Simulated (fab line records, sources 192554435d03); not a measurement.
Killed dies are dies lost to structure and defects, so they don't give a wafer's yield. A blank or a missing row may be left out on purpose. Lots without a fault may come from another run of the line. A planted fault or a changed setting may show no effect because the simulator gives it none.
One fault seen from 3 desks | flow n5_finfet | each desk has only its own numbers; what lay behind them comes last

THE TOOL OWNER'S DESK: pvd_sputter-02
The tool's own readings at N5_MIM_BOT_SPUTTER_00 (material TiN, target thk 35 nm, time 89.7 s): means of the sampled wafers that have a number, for each lot that ran on this tool. A lot is out of limits, marked OUT, if its mean lies more than 4 standard deviations from the usual mean; the brackets give that distance.
Columns: A = throttle_valve_pct at N5_MIM_BOT_SPUTTER_00, usual 30.0 %
lot  | first seen here | A
L794 | day 10 21:21    | 29.9
L802 | day 14 22:17    | 29.8
L806 | day 15 19:02    | 30.4
L804 | day 15 19:10    | 30.2
L809 | day 16 16:07    | 30.4
This desk's finding: nothing out of limits on any of the 5 lots.

THE DEFECT DESK
What the inspections along the route counted, lot by lot: means of the sampled wafers that have a number. A lot is out of limits, marked OUT, if its mean lies more than 4 standard deviations from the usual mean; the brackets give that distance.
Columns: A = raw_defect_count at N5_BEOL_M15_INSPECT_55, usual 71
lot  | first seen here | A
L794 | day 10 19:46    | 120
L802 | day 14 20:37    | 72
L806 | day 15 15:14    | 56
L804 | day 15 15:53    | 63
L809 | day 16 13:49    | 102
L815 | day 17 04:16    | 90
L814 | day 17 04:38    | 52
This desk's finding: nothing out of limits on any of the 7 lots.

THE METROLOGY DESK
What the gauges read, lot by lot, whatever tool the lot ran on: means of the sampled wafers that have a number. A lot is out of limits, marked OUT, if its mean lies more than 4 standard deviations from the usual mean; the brackets give that distance. Of its 27 readings 7 are shown: those that lie furthest out on some lot.
Columns: A = COMB_M12 at N5_BEOL_M15_RC_MEAS_101, usual 6.1e-12 S/m; B = COMB_M13 at N5_BEOL_M15_RC_MEAS_101, usual 4.9e-12 S/m; C = COMB_M15 at N5_BEOL_M15_RC_MEAS_101, usual 2.4e-12 S/m; D = COMB_M5_max_site at N5_BEOL_M15_RC_MEAS_101, usual 5.3e-11 S/m; E = SERP_M10 at N5_BEOL_M15_RC_MEAS_101, usual 3.07 ohm/um; F = SERP_M5 at N5_BEOL_M15_RC_MEAS_101, usual 37.5 ohm/um; G = SERP_M8 at N5_BEOL_M15_RC_MEAS_101, usual 14.0 ohm/um
lot  | first seen here | A       | B       | C       | D       | E    | F    | G
L794 | day 10 19:36    | 6.1e-12 | 3.0e-12 | 9.3e-13 | 5.3e-11 | 3.12 | 37.0 | 14.1
L802 | day 14 20:28    | 7.1e-12 | 7.5e-12 | 3.1e-12 | 4.9e-11 | 3.10 | 39.2 | 14.0
L806 | day 15 15:04    | 4.2e-12 | 2.8e-12 | 1.1e-12 | 5.6e-11 | 3.01 | 35.4 | 14.1
L804 | day 15 15:44    | 7.1e-12 | 7.1e-12 | 3.5e-12 | 4.9e-11 | 2.99 | 34.5 | 13.2
L809 | day 16 13:40    | 8.5e-12 | 6.4e-12 | 3.1e-12 | 7.2e-11 | 3.40 | 37.3 | 14.6
L815 | day 17 04:07    | 3.9e-12 | 4.3e-12 | 1.8e-12 | 5.9e-11 | 3.01 | 36.8 | 13.2
L814 | day 17 04:26    | 5.5e-12 | 4.8e-12 | 2.8e-12 | 7.5e-11 | 2.96 | 37.8 | 15.7
This desk's finding: nothing out of limits on any of the 7 lots.

PUT TOGETHER
The tool owner's desk saw nothing out of limits.
The defect desk saw nothing out of limits.
The metrology desk saw nothing out of limits.

WHAT THE SIMULATOR HAD PUT IN
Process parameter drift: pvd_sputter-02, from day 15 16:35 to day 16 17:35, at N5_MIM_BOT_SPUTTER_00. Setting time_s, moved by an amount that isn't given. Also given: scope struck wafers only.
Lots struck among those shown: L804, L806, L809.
